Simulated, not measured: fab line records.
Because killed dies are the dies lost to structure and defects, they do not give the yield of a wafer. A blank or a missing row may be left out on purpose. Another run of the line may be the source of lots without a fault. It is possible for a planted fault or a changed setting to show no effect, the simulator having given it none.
fab line records	flow n5_finfet
record lots=24	wafers=72	last_day=18
route steps=1938 shown BEOL_M13@1689 BEOL_M14@1766 BEOL_M15@1786
lots with no fault: from the same line, run without faults
start_h: hours from the record's opening day to when the first of the lot's shown wafers began	wait_h: hours from the lot's prior step to this one	" repeats the value in the row above	L1.1+2: a row that stands for several wafers	- no value, or no start was given	* or withheld: withheld	< > ~ a bound
route shown NAME@n: a module of which the file shows steps, and the number in the route of the first	usual: mean/standard deviation of fault-free wafers	same: alike in all rows	chamber/n: place in a boat	sites: readings site by site	_std_site: their standard deviation	_edge_site: the outer-site mean with the inner-site mean subtracted	radius_mm: for every site, how far away it sits from the centre of the wafer	mask NAME#n: copy n	behind: the last tool/chamber to shape the wafer	hold: cause of the lot's hold/its duration in hours/its outcome	device: whichever transistor did not switch (one of n, p or np)	end of line: the route-end tests of the same wafers	a step without rows: its recipe alone	killed: not the wafer's yield, but the dies lost to structure and defects at the first sort	map: dies across one wafer; x = killed, . = not, _ = none there
set.NAME: the setting as run; set.NAME@STEP: as run at that earlier step	model.NAME: the simulator's own value behind a step, which no gauge read
steps of the route over a sample of lots; a table a step, a row a wafer
services: the hour from which a tool's chamber was out of use, counted from the record's first day as start_h (under 0 if before that day), plus the number of hours and why
## steps
# step N5_BEOL_M13_CD_MEAS_28
# recipe target_cd_nm=209.5	landing_energy_ev=500	detector=se_inlens
# usual cd_nm=209.1/1.2
lot.wafer	tool	chamber	start_h	wait_h	cd_nm
L075.2	cd_sem-03	0	245.97	-	209.5
L075.4	"	0	"	"	208.7
L075.5	"	0	"	"	209.5
L076.1	cd_sem-02	0	252.66	-	210.3
L076.4	"	0	"	"	209.7
L076.5	"	0	"	"	210.5
L074.2	cd_sem-02	0	254.95	-	209.6
L074.3	"	0	"	"	207.8
L074.6	"	0	"	"	207.6
L077.3	cd_sem-01	0	260.76	-	209.2
L077.5	"	0	"	"	209.2
L077.6	"	0	"	"	209.1
L079.2	cd_sem-03	0	285.86	-	206.3
L079.3	"	0	"	"	207.4
L079.6	"	0	"	"	208.1
L078.1	cd_sem-01	0	287.25	-	207.8
L078.2	"	0	"	"	209.0
L078.5	"	0	"	"	207.2
L082.3	cd_sem-03	0	291.39	-	211.2
L082.5	"	0	"	"	208.1
L082.6	"	0	"	"	208.1
L081.1	cd_sem-03	0	292.43	-	208.3
L081.3	"	0	"	"	208.5
L081.6	"	0	"	"	206.8
L080.2	cd_sem-03	0	292.88	-	208.8
L080.3	"	0	"	"	207.4
L080.5	"	0	"	"	207.5
L083.1	cd_sem-02	0	303.15	-	208.7
L083.2	"	0	"	"	210.1
L083.6	"	0	"	"	208.3
L085.1	cd_sem-03	0	305.36	-	206.6
L085.3	"	0	"	"	207.4
L085.6	"	0	"	"	207.2
L084.1	cd_sem-03	0	312.22	-	207.1
L084.4	"	0	"	"	208.1
L084.5	"	0	"	"	207.3
L086.3	cd_sem-03	0	325.02	-	211.1
L086.4	"	0	"	"	208.9
L086.5	"	0	"	"	209.3
L087.2	cd_sem-02	0	327.83	-	211.1
L087.3	"	0	"	"	210.4
L087.5	"	0	"	"	209.6
L088.3	cd_sem-02	0	328.26	-	208.6
L088.5	"	0	"	"	207.0
L088.6	"	0	"	"	207.6
L089.1	cd_sem-02	0	336.81	-	210.7
L089.2	"	0	"	"	209.5
L089.3	"	0	"	"	209.5
L090.2	cd_sem-03	0	344.75	-	210.6
L090.3	"	0	"	"	209.0
L090.4	"	0	"	"	208.1
L091.1	cd_sem-03	0	345.35	-	209.5
L091.2	"	0	"	"	209.6
L091.4	"	0	"	"	209.1
L092.1	cd_sem-01	0	350.57	-	210.7
L092.2	"	0	"	"	209.1
L092.3	"	0	"	"	209.9
L095.2	cd_sem-02	0	364.07	-	208.9
L095.3	"	0	"	"	209.7
L095.6	"	0	"	"	209.3
L093.1	cd_sem-01	0	373.17	-	210.5
L093.3	"	0	"	"	211.1
L093.5	"	0	"	"	208.3
L096.1	cd_sem-01	0	380.53	-	209.7
L096.3	"	0	"	"	210.5
L096.4	"	0	"	"	209.7
L094.1	cd_sem-03	0	380.57	-	209.0
L094.4	"	0	"	"	209.0
L094.5	"	0	"	"	208.7
L097.3	cd_sem-03	0	391.78	-	212.0
L097.5	"	0	"	"	211.1
L097.6	"	0	"	"	210.0
# step N5_BEOL_M13_CMP_49
# recipe stop_on=SiOC	t_overpolish_s=17.1	down_force_psi=1	platen_rpm=50	clearing_platen_down_force_psi=1.5	clearing_platen_rpm=50	post_cmp_clean=cu_alkaline	target_thk_nm=420	clearing_platen_pad_velocity_m_s=0.99484	pad_velocity_m_s=0.99484
# usual barrier_field_endpoint_s=30.3/0.72	motor_current_A=6.1/0.59	overpolish_run_s=17.100/0.0091	platen_rpm=50.00/0.033
lot.wafer	tool	chamber	start_h	wait_h	barrier_field_endpoint_s	motor_current_A	overpolish_run_s	platen_rpm
L075.2	cmp-04	3	250.57	0.2	29.9	5.9	17.105	50.03
L075.4	"	0	"	"	30.4	6.1	17.091	50.02
L075.5	"	3	"	"	30.6	5.9	17.114	50.02
L076.4	cmp-01	3	256.78	0.1	29.8	5.7	17.108	49.98
L076.1	"	2	"	"	29.7	6.4	17.094	49.98
L076.5	"	0	"	"	29.6	6.7	17.105	50.01
L074.2	cmp-04	2	259.76	0.2	29.7	5.9	17.079	50.01
L074.3	"	3	"	"	30.4	5.9	17.098	49.96
L074.6	"	3	"	"	30.3	5.9	17.103	50.03
L077.3	cmp-04	1	266.12	0.2	31.5	6.0	17.112	49.92
L077.6	"	1	"	"	30.7	5.7	17.098	50.00
L077.5	"	2	"	"	30.7	6.0	17.098	49.99
L079.3	cmp-02	1	291.27	0.2	30.8	7.2	17.088	49.91
L079.2	"	3	"	"	30.1	4.9	17.101	49.97
L079.6	"	1	"	"	31.2	6.5	17.094	49.90
L078.1	cmp-01	3	291.39	0.3	29.4	5.7	17.092	50.01
L078.2	"	0	"	"	30.0	6.4	17.084	50.03
L078.5	"	3	"	"	29.4	5.3	17.105	49.96
L082.3	cmp-02	3	293.80	0.2	30.2	5.3	17.095	50.00
L082.6	"	3	"	"	30.8	5.1	17.098	50.00
L082.5	"	0	"	"	31.4	6.5	17.101	50.03
L081.1	cmp-01	2	297.42	0.3	29.2	6.5	17.094	50.02
L081.3	"	3	"	"	29.4	5.6	17.095	50.07
L081.6	"	0	"	"	30.3	6.6	17.113	49.95
L080.2	cmp-01	1	298.15	0.2	30.3	5.8	17.106	50.03
L080.3	"	2	"	"	30.1	6.6	17.103	49.98
L080.5	"	1	"	"	30.0	6.1	17.097	49.95
L083.2	cmp-01	1	307.27	0.3	31.0	6.0	17.097	50.07
L083.1	"	2	"	"	31.0	6.0	17.111	50.07
L083.6	"	0	"	"	31.3	7.1	17.082	49.99
L085.3	cmp-02	1	310.99	0.2	31.6	6.8	17.105	50.01
L085.1	"	3	"	"	29.1	4.8	17.113	49.99
L085.6	"	0	"	"	31.0	6.2	17.105	50.03
L084.4	cmp-04	0	315.82	0.1	29.9	6.2	17.077	49.97
L084.1	"	3	"	"	30.4	5.8	17.099	50.01
L084.5	"	0	"	"	30.3	6.1	17.104	49.99
L086.4	cmp-02	3	327.83	0.1	29.3	5.1	17.082	49.97
L086.3	"	0	"	"	31.1	6.3	17.116	50.08
L086.5	"	0	"	"	31.3	6.0	17.099	49.99
L087.3	cmp-01	2	333.72	0.2	30.0	6.1	17.101	50.01
L087.2	"	3	"	"	29.8	5.2	17.104	50.02
L087.5	"	2	"	"	30.6	6.4	17.105	50.02
L088.3	cmp-01	1	334.43	0.2	29.1	6.2	17.113	49.96
L088.5	"	0	"	"	29.7	6.9	17.108	49.98
L088.6	"	1	"	"	30.0	5.8	17.085	49.99
L089.1	cmp-02	3	339.85	0.3	29.5	4.7	17.089	49.96
L089.2	"	0	"	"	30.8	6.3	17.103	49.97
L089.3	"	2	"	"	30.5	7.0	17.106	49.98
L090.4	cmp-02	3	349.31	0.1	29.1	4.8	17.114	50.07
L090.2	"	0	"	"	30.7	6.3	17.090	50.01
L090.3	"	1	"	"	30.7	7.1	17.109	50.01
L091.2	cmp-01	1	351.58	0.2	31.2	5.7	17.113	49.96
L091.1	"	2	"	"	31.5	6.2	17.090	49.98
L091.4	"	3	"	"	31.0	5.5	17.107	50.03
L092.3	cmp-01	1	354.23	0.3	30.4	5.8	17.098	49.96
L092.1	"	2	"	"	31.7	6.6	17.118	49.96
L092.2	"	0	"	"	31.3	7.1	17.098	50.00
L095.3	cmp-01	1	370.32	0.2	29.2	5.9	17.089	50.09
L095.2	"	2	"	"	29.6	6.6	17.103	50.02
L095.6	"	2	"	"	29.1	6.4	17.095	50.01
L093.1	cmp-02	1	377.93	0.3	30.3	6.9	17.097	50.03
L093.3	"	2	"	"	30.1	6.8	17.103	50.01
L093.5	"	3	"	"	28.6	5.2	17.082	50.03
L096.4	cmp-01	3	383.34	0.1	28.8	5.7	17.104	50.04
L096.3	"	0	"	"	29.9	6.6	17.090	50.06
L096.1	"	1	"	"	29.2	6.0	17.095	50.02
L094.4	cmp-01	0	383.87	0.2	31.0	6.7	17.086	50.00
L094.1	"	2	"	"	31.1	6.3	17.092	50.02
L094.5	"	0	"	"	29.8	6.6	17.093	50.03
L097.3	cmp-02	0	398.99	0.2	30.6	6.3	17.100	50.00
L097.5	"	0	"	"	30.2	6.5	17.113	49.97
L097.6	"	1	"	"	30.1	6.9	17.108	49.96
# step N5_BEOL_M13_RS_MEAS_54
# recipe thk_meas_gauge=four-point-probe	reads=Cu_of_BEOL_M13_ECD_47+Ta_of_BEOL_M13_SPUTTER_44+TaN_of_BEOL_M13_SPUTTER_43
# usual M13_RS=0.0446/0.00089
lot.wafer	tool	chamber	start_h	wait_h	M13_RS[ohm/sq]
L075.2	film_metro-01	-	250.99	0.1	0.0464
L075.4	"	-	"	"	0.0449
L075.5	"	-	"	"	0.0445
L076.1	film_metro-02	-	257.20	0.0	0.0438
L076.4	"	-	"	"	0.0445
L076.5	"	-	"	"	0.0449
L074.2	film_metro-01	-	260.19	0.1	0.0447
L074.3	"	-	"	"	0.0434
L074.6	"	-	"	"	0.0445
L077.3	film_metro-02	-	266.55	0.1	0.0453
L077.5	"	-	"	"	0.0462
L077.6	"	-	"	"	0.0451
L079.2	film_metro-02	-	291.66	0.1	0.0441
L079.3	"	-	"	"	0.0463
L079.6	"	-	"	"	0.0439
L078.1	film_metro-01	-	291.81	0.0	0.0443
L078.2	"	-	"	"	0.0443
L078.5	"	-	"	"	0.0448
L082.3	film_metro-02	-	294.23	0.1	0.0456
L082.5	"	-	"	"	0.0457
L082.6	"	-	"	"	0.0435
L081.1	film_metro-02	-	297.76	0.0	0.0438
L081.3	"	-	"	"	0.0445
L081.6	"	-	"	"	0.0436
L080.2	film_metro-02	-	298.58	0.1	0.0447
L080.3	"	-	"	"	0.0458
L080.5	"	-	"	"	0.0471
L083.1	film_metro-01	-	307.62	0.0	0.0435
L083.2	"	-	"	"	0.0439
L083.6	"	-	"	"	0.0436
L085.1	film_metro-01	-	311.37	0.0	0.0435
L085.3	"	-	"	"	0.0436
L085.6	"	-	"	"	0.0437
L084.1	film_metro-01	-	316.24	0.0	0.0436
L084.4	"	-	"	"	0.0456
L084.5	"	-	"	"	0.0438
L086.3	film_metro-01	-	328.25	0.1	0.0475
L086.4	"	-	"	"	0.0449
L086.5	"	-	"	"	0.0447
L087.2	film_metro-01	-	334.15	0.1	0.0445
L087.3	"	-	"	"	0.0444
L087.5	"	-	"	"	0.0446
L088.3	film_metro-01	-	334.82	0.1	0.0434
L088.5	"	-	"	"	0.0449
L088.6	"	-	"	"	0.0442
L089.1	film_metro-02	-	340.27	0.0	0.0445
L089.2	"	-	"	"	0.0432
L089.3	"	-	"	"	0.0436
L090.2	film_metro-02	-	349.73	0.1	0.0440
L090.3	"	-	"	"	0.0454
L090.4	"	-	"	"	0.0467
L091.1	film_metro-01	-	352.00	0.0	0.0444
L091.2	"	-	"	"	0.0461
L091.4	"	-	"	"	0.0447
L092.1	film_metro-02	-	354.65	0.0	0.0448
L092.2	"	-	"	"	0.0444
L092.3	"	-	"	"	0.0455
L095.2	film_metro-01	-	370.74	0.1	0.0436
L095.3	"	-	"	"	0.0440
L095.6	"	-	"	"	0.0448
L093.1	film_metro-01	-	378.28	0.0	0.0446
L093.3	"	-	"	"	0.0445
L093.5	"	-	"	"	0.0445
L096.1	film_metro-02	-	383.77	0.1	0.0441
L096.3	"	-	"	"	0.0447
L096.4	"	-	"	"	0.0450
L094.1	film_metro-02	-	384.28	0.1	0.0452
L094.4	"	-	"	"	0.0437
L094.5	"	-	"	"	0.0447
L097.3	film_metro-02	-	399.41	0.1	0.0459
L097.5	"	-	"	"	0.0441
L097.6	"	-	"	"	0.0461
# step N5_BEOL_M14_ANNEAL_48
# recipe temp_c=225	time_s=90	ambient=N2
# usual wafer_temp_C_max=226.48/0.27
lot.wafer	tool	chamber	start_h	wait_h	wafer_temp_C_max
L075.2	rtp_anneal-01	0	256.40	0.2	227.09
L075.4	"	0	"	"	226.58
L075.5	"	0	"	"	226.58
L076.1	rtp_anneal-01	0	260.50	0.2	226.13
L076.4	"	0	"	"	226.11
L076.5	"	0	"	"	226.21
L074.2	rtp_anneal-02	0	265.28	0.2	225.92
L074.3	"	0	"	"	226.21
L074.6	"	0	"	"	226.16
L077.3	rtp_anneal-01	0	274.85	0.2	226.22
L077.5	"	0	"	"	226.41
L077.6	"	0	"	"	226.49
L079.2	rtp_anneal-01	0	297.30	0.3	226.51
L079.3	"	0	"	"	226.44
L079.6	"	0	"	"	226.28
L078.1	rtp_anneal-01	0	297.79	0.3	226.47
L078.2	"	0	"	"	226.84
L078.5	"	0	"	"	226.36
L082.3	rtp_anneal-01	0	298.33	0.4	226.55
L082.5	"	0	"	"	226.74
L082.6	"	0	"	"	226.45
L081.1	rtp_anneal-02	0	305.04	0.2	226.57
L081.3	"	0	"	"	226.43
L081.6	"	0	"	"	226.71
L080.2	rtp_anneal-01	0	306.88	0.2	226.15
L080.3	"	0	"	"	226.31
L080.5	"	0	"	"	226.44
L083.1	rtp_anneal-02	0	311.01	0.1	226.37
L083.2	"	0	"	"	226.29
L083.6	"	0	"	"	226.24
L085.1	rtp_anneal-02	0	315.72	0.1	226.31
L085.3	"	0	"	"	226.90
L085.6	"	0	"	"	226.40
L084.1	rtp_anneal-01	0	321.26	0.4	226.23
L084.4	"	0	"	"	226.24
L084.5	"	0	"	"	226.84
L086.3	rtp_anneal-02	0	334.62	1.5	226.96
L086.4	"	0	"	"	226.61
L086.5	"	0	"	"	226.26
L087.2	rtp_anneal-02	0	341.41	0.2	226.03
L087.3	"	0	"	"	226.25
L087.5	"	0	"	"	226.56
L088.3	rtp_anneal-02	0	342.60	0.5	226.68
L088.5	"	0	"	"	226.55
L088.6	"	0	"	"	225.96
L089.1	rtp_anneal-02	0	345.00	0.1	226.46
L089.2	"	0	"	"	226.14
L089.3	"	0	"	"	226.56
L090.2	rtp_anneal-02	0	355.82	0.6	226.49
L090.3	"	0	"	"	226.04
L090.4	"	0	"	"	226.52
L091.1	rtp_anneal-01	0	355.98	0.2	226.48
L091.2	"	0	"	"	227.08
L091.4	"	0	"	"	226.55
L092.1	rtp_anneal-02	0	361.48	0.1	226.85
L092.2	"	0	"	"	226.59
L092.3	"	0	"	"	226.62
L095.2	rtp_anneal-02	0	376.95	0.2	226.63
L095.3	"	0	"	"	226.86
L095.6	"	0	"	"	226.45
L093.1	rtp_anneal-01	0	384.03	0.1	226.38
L093.3	"	0	"	"	226.34
L093.5	"	0	"	"	226.46
L096.1	rtp_anneal-01	0	386.99	0.1	226.41
L096.3	"	0	"	"	226.32
L096.4	"	0	"	"	226.55
L094.1	rtp_anneal-02	0	388.77	1.3	226.77
L094.4	"	0	"	"	226.72
L094.5	"	0	"	"	226.37
L097.3	rtp_anneal-02	0	404.52	0.5	226.88
L097.5	"	0	"	"	226.48
L097.6	"	0	"	"	226.30
# step N5_BEOL_M14_INSPECT_55
# recipe inspect_instrument=darkfield	mode=post_dep
# usual raw_defect_count=69/24
lot.wafer	tool	chamber	start_h	wait_h	raw_defect_count
L075.2	defect_inspect-02	-	257.13	0.0	53
L075.4	"	-	"	"	81
L075.5	"	-	"	"	65
L076.1	defect_inspect-02	-	261.25	0.0	104
L076.4	"	-	"	"	103
L076.5	"	-	"	"	69
L074.2	defect_inspect-01	-	265.98	0.0	61
L074.3	"	-	"	"	82
L074.6	"	-	"	"	38
L077.3	defect_inspect-02	-	275.51	0.0	61
L077.5	"	-	"	"	39
L077.6	"	-	"	"	92
L079.2	defect_inspect-02	-	298.00	0.0	139
L079.3	"	-	"	"	74
L079.6	"	-	"	"	77
L078.1	defect_inspect-02	-	298.54	0.0	43
L078.2	"	-	"	"	84
L078.5	"	-	"	"	39
L082.3	defect_inspect-01	-	299.00	0.0	49
L082.5	"	-	"	"	33
L082.6	"	-	"	"	37
L081.1	defect_inspect-02	-	305.79	0.0	51
L081.3	"	-	"	"	64
L081.6	"	-	"	"	51
L080.2	defect_inspect-02	-	307.58	0.0	63
L080.3	"	-	"	"	72
L080.5	"	-	"	"	79
L083.1	defect_inspect-01	-	311.75	0.0	57
L083.2	"	-	"	"	64
L083.6	"	-	"	"	34
L085.1	defect_inspect-02	-	316.48	0.0	65
L085.3	"	-	"	"	43
L085.6	"	-	"	"	65
L084.1	defect_inspect-02	-	322.01	0.0	163
L084.4	"	-	"	"	103
L084.5	"	-	"	"	99
L086.3	defect_inspect-01	-	335.28	0.0	49
L086.4	"	-	"	"	65
L086.5	"	-	"	"	39
L087.2	defect_inspect-02	-	342.11	0.0	70
L087.3	"	-	"	"	49
L087.5	"	-	"	"	45
L088.3	defect_inspect-02	-	343.26	0.0	80
L088.5	"	-	"	"	57
L088.6	"	-	"	"	78
L089.1	defect_inspect-02	-	345.75	0.0	53
L089.2	"	-	"	"	29
L089.3	"	-	"	"	74
L090.2	defect_inspect-02	-	356.54	0.0	78
L090.3	"	-	"	"	73
L090.4	"	-	"	"	104
L091.1	defect_inspect-02	-	357.02	0.0	64
L091.2	"	-	"	"	72
L091.4	"	-	"	"	71
L092.1	defect_inspect-02	-	362.24	0.0	51
L092.2	"	-	"	"	52
L092.3	"	-	"	"	86
L095.2	defect_inspect-01	-	377.65	0.0	63
L095.3	"	-	"	"	59
L095.6	"	-	"	"	53
L093.1	defect_inspect-01	-	384.77	0.0	60
L093.3	"	-	"	"	47
L093.5	"	-	"	"	52
L096.1	defect_inspect-01	-	387.74	0.0	87
L096.3	"	-	"	"	69
L096.4	"	-	"	"	45
L094.1	defect_inspect-02	-	389.66	0.0	51
L094.4	"	-	"	"	66
L094.5	"	-	"	"	59
L097.3	defect_inspect-01	-	405.36	0.0	50
L097.5	"	-	"	"	61
L097.6	"	-	"	"	56
# step N5_BEOL_M15_DESCUM_15
# recipe chemistry=O2	time_s=7.9	source_power_w=50	bias_power_w=20	pressure_mtorr=20	rf_frequency_hz=2.712e+07	temp_c=40	o2_flow_sccm=225
# usual drypump_motor_current_A=5.38/0.26	oes_product_au=0.81/0.096	rf_vpp_V=243.2/1.1	showerhead_plenum_p_Torr=2.10/0.046	throttle_valve_pct=20.36/0.23
lot.wafer	tool	chamber	start_h	wait_h	drypump_motor_current_A	oes_product_au	rf_hours_counter_h	rf_vpp_V	showerhead_plenum_p_Torr	throttle_valve_pct
L075.2	rie_diel-05	2	257.82	0.0	5.66	0.88	29	243.3	2.13	20.13
L075.4	"	3	"	"	5.31	0.72	184	243.0	2.07	20.47
L075.5	"	0	"	"	5.02	0.97	-	242.5	2.12	20.26
L076.1	rie_diel-06	2	261.92	0.0	5.91	0.72	212	243.1	2.08	20.83
L076.4	"	1	"	"	5.43	0.91	21	243.6	2.13	20.10
L076.5	"	1	"	"	5.40	0.92	-	243.0	2.13	20.12
L074.2	rie_diel-06	2	266.79	0.0	5.90	0.73	214	243.0	2.08	20.84
L074.3	"	0	"	"	5.06	0.72	178	245.7	2.18	20.43
L074.6	"	1	"	"	5.43	0.92	-	243.3	2.12	20.12
L077.3	rie_diel-03	2	276.32	0.0	5.25	0.96	3	242.8	2.06	20.23
L077.5	"	2	"	"	5.25	0.95	-	242.3	2.06	20.23
L077.6	"	1	"	"	5.29	0.78	-	244.2	2.21	20.43
L079.2	rie_diel-03	2	298.68	0.0	5.23	0.92	10	241.3	2.06	20.25
L079.3	"	3	"	"	5.17	0.93	17	244.1	2.12	20.22
L079.6	"	3	"	"	5.17	0.92	-	243.4	2.12	20.21
L078.1	rie_diel-03	3	299.34	0.0	5.17	0.92	17	244.1	2.12	20.21
L078.2	"	0	"	"	5.92	0.69	230	242.1	2.06	20.21
L078.5	"	2	"	"	5.27	0.92	-	242.7	2.06	20.24
L082.3	rie_diel-05	3	300.15	0.4	5.28	0.70	197	243.8	2.07	20.51
L082.5	"	0	"	"	5.01	0.95	-	244.0	2.11	20.29
L082.6	"	3	"	"	5.32	0.71	-	242.2	2.07	20.51
L081.1	rie_diel-05	3	306.59	0.0	5.31	0.70	200	241.1	2.07	20.53
L081.3	"	3	"	"	5.32	0.71	-	243.4	2.07	20.52
L081.6	"	3	"	"	5.31	0.71	-	242.5	2.07	20.52
L080.2	rie_diel-06	2	308.25	0.0	5.90	0.72	225	243.2	2.07	20.86
L080.3	"	1	"	"	5.45	0.89	34	241.5	2.12	20.13
L080.5	"	0	"	"	5.08	0.72	-	244.6	2.18	20.42
L083.1	rie_diel-05	0	312.48	0.1	5.03	0.92	29	244.1	2.11	20.30
L083.2	"	3	"	"	5.32	0.69	204	243.6	2.07	20.52
L083.6	"	0	"	"	5.01	0.93	-	244.4	2.11	20.30
L085.1	rie_diel-05	0	317.16	0.0	5.01	0.93	31	244.0	2.11	20.29
L085.3	"	3	"	"	5.30	0.70	206	242.5	2.07	20.52
L085.6	"	1	"	"	5.45	0.86	-	242.2	2.04	20.11
L084.1	rie_diel-05	2	322.69	0.0	5.67	0.87	42	243.0	2.12	20.14
L084.4	"	0	"	"	5.03	0.92	33	243.1	2.11	20.31
L084.5	"	2	"	"	5.68	0.86	-	243.9	2.13	20.14
L086.3	rie_diel-03	1	336.03	0.1	5.27	0.76	109	243.6	2.20	20.49
L086.4	"	0	"	"	5.94	0.68	242	241.6	2.06	20.22
L086.5	"	1	"	"	5.26	0.76	-	244.6	2.20	20.47
L087.2	rie_diel-05	2	342.91	0.0	5.68	0.86	49	242.2	2.12	20.17
L087.3	"	0	"	"	5.01	0.92	39	245.0	2.11	20.31
L087.5	"	2	"	"	5.66	0.86	-	242.9	2.12	20.15
L088.3	rie_diel-05	1	344.06	0.0	5.44	0.85	79	244.1	2.03	20.13
L088.5	"	1	"	"	5.46	0.85	-	242.6	2.03	20.11
L088.6	"	2	"	"	5.67	0.87	-	243.7	2.12	20.16
L089.1	rie_diel-06	3	346.42	0.0	5.34	0.67	217	243.0	2.07	20.72
L089.2	"	1	"	"	5.42	0.87	45	244.1	2.12	20.12
L089.3	"	0	"	"	5.08	0.70	196	246.1	2.17	20.44
L090.2	rie_diel-03	2	357.22	0.0	5.22	0.88	29	242.5	2.06	20.26
L090.3	"	3	"	"	5.14	0.88	35	245.3	2.11	20.26
L090.4	"	0	"	"	5.94	0.68	249	242.5	2.06	20.23
L091.1	rie_diel-06	0	357.82	0.0	5.09	0.70	200	243.2	2.17	20.45
L091.2	"	1	"	"	5.43	0.86	48	242.5	2.12	20.17
L091.4	"	2	"	"	5.91	0.71	239	244.1	2.07	20.87
L092.1	rie_diel-03	2	363.04	0.0	5.25	0.87	31	241.5	2.05	20.28
L092.2	"	1	"	"	5.28	0.76	118	245.9	2.20	20.48
L092.3	"	3	"	"	5.17	0.89	37	242.8	2.11	20.24
L095.2	rie_diel-05	2	378.58	0.0	5.67	0.85	60	243.0	2.12	20.17
L095.3	"	0	"	"	5.02	0.91	51	246.8	2.10	20.32
L095.6	"	0	"	"	5.02	0.91	-	244.0	2.10	20.33
L093.1	rie_diel-06	2	385.58	0.0	5.92	0.69	248	242.4	2.07	20.89
L093.3	"	1	"	"	5.47	0.86	56	242.7	2.11	20.16
L093.5	"	2	"	"	5.90	0.69	-	241.7	2.07	20.90
L096.1	rie_diel-05	1	388.53	0.0	5.46	0.84	88	242.7	2.03	20.14
L096.3	"	0	"	"	5.03	0.90	54	241.9	2.10	20.32
L096.4	"	2	"	"	5.69	0.84	63	243.5	2.12	20.18
L094.1	rie_diel-06	2	390.60	0.0	5.91	0.69	249	242.9	2.07	20.89
L094.4	"	3	"	"	5.35	0.66	231	243.6	2.07	20.74
L094.5	"	1	"	"	5.41	0.86	-	244.2	2.11	20.16
L097.3	rie_diel-05	1	406.16	0.0	5.45	0.83	93	242.7	2.03	20.14
L097.5	"	3	"	"	5.29	0.69	-	242.1	2.06	20.55
L097.6	"	2	"	"	5.67	0.84	-	243.8	2.12	20.19
## services
tool	chamber	start_h	hours	kind
rie_diel-06	2	227.03	16.7	repair
cmp-01	-	231.43	2.0	repair
cmp-01	-	245.83	6.2	pm
rie_diel-03	-	252.99	2.8	pm
rie_diel-03	3	257.10	10.3	repair
rtp_anneal-01	-	262.45	4.9	pm
rie_diel-03	0	275.51	4.4	repair
cmp-01	-	279.23	5.3	pm
rie_diel-03	-	281.98	0.1	repair
rie_diel-06	0	287.29	12.3	repair
rie_diel-05	2	295.07	17.0	repair
cmp-01	-	315.34	1.4	repair
rie_diel-05	2	316.07	4.0	repair
rie_diel-03	3	317.28	3.7	repair
cmp-01	-	348.93	0.4	repair
cmp-01	-	349.72	1.6	repair
cmp-01	-	355.40	3.8	repair
cmp-02	-	368.43	4.0	pm
rie_diel-05	1	370.48	4.3	repair
cmp-02	-	372.43	-	consumable_replace:conditioner
cmp-02	-	372.43	-	consumable_replace:pad
rie_diel-05	1	375.69	6.9	repair
rie_diel-06	2	392.42	-	clean
rie_diel-06	2	392.42	-	consumable_replace:focus_ring
## key
fault none
